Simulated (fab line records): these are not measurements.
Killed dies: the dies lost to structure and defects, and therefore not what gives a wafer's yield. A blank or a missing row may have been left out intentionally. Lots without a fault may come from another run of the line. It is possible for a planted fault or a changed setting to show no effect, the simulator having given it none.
Which tool did it?	flow nand harc	21 wafers from 7 lots sampled at 2 of the route's 1302 steps

WHAT THE GAUGES READ, wafer by wafer
NHARC_A_ONON_D1_THK_MEAS_27: measures by ellipsometry.
lot	measured	on	thk nm (nm)
L296	day 8 15:12	film metro-01	1010 1011 1011
L298	day 9 09:53	film metro-01	998 997 999
L302	day 12 08:37	film metro-02	980 978 978
L301	day 12 17:56	film metro-02	646 647 997
L312	day 14 21:59	film metro-01	1019 1020 1020
L315	day 16 11:27	film metro-02	989 992 990
L318	day 18 00:57	film metro-01	985 987 987

TOOL THAT RAN EACH LOT (tool first, then ch and the chambers of the sampled wafers, then the start)
lot	NHARC_A_ONON_D1_DEP_25
L296	pecvd onon-02 ch 0, day 8 14:41
L298	pecvd onon-02 ch 0, day 9 09:23
L302	pecvd onon-02 ch 0, day 12 08:07
L301	pecvd onon-04 ch 0, day 12 17:29
L312	pecvd onon-02 ch 0, day 14 21:29
L315	pecvd onon-01 ch 0, day 16 10:56
L318	pecvd onon-02 ch 0, day 18 00:30
- NHARC_A_ONON_D1_DEP_25: target thk 1000 nm.

THE ANSWER, worked out from the rows above alone
Rule: what is usual is taken from the lots themselves. Put in order of their means at a reading, lots are off if they are a third of the lots or fewer, leave a main group of 4 or more, and stand apart from it by a gap of 3 or more times the standard deviation of the main group's means; of several such gaps the widest counts. If all means in a main group match to the digits the tables above print for the reading, that group is not used. A lot without any number at a reading at which 4 lots or more have one is off too. The other lots that the step has rows for count as sound.
Off: L301, at NHARC_A_ONON_D1_THK_MEAS_27 (thk nm). The main group: mean 997 nm, standard deviation 14.
A tool fits if, at a process step before that reading, it ran every lot that is off, and no sound lot after the first of them. Gauges at NHARC_A_ONON_D1_THK_MEAS_27: tried the same way as those tools. One fits: pecvd onon-04 at NHARC_A_ONON_D1_DEP_25. It ran no sound lot before its first lot that is off in this sample, so the start can't be narrowed down.

WHAT THE SIMULATOR HAD INSERTED
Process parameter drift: pecvd onon-04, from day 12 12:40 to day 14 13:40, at NHARC_A_ONON_D1_DEP_25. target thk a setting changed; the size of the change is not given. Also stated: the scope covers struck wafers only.
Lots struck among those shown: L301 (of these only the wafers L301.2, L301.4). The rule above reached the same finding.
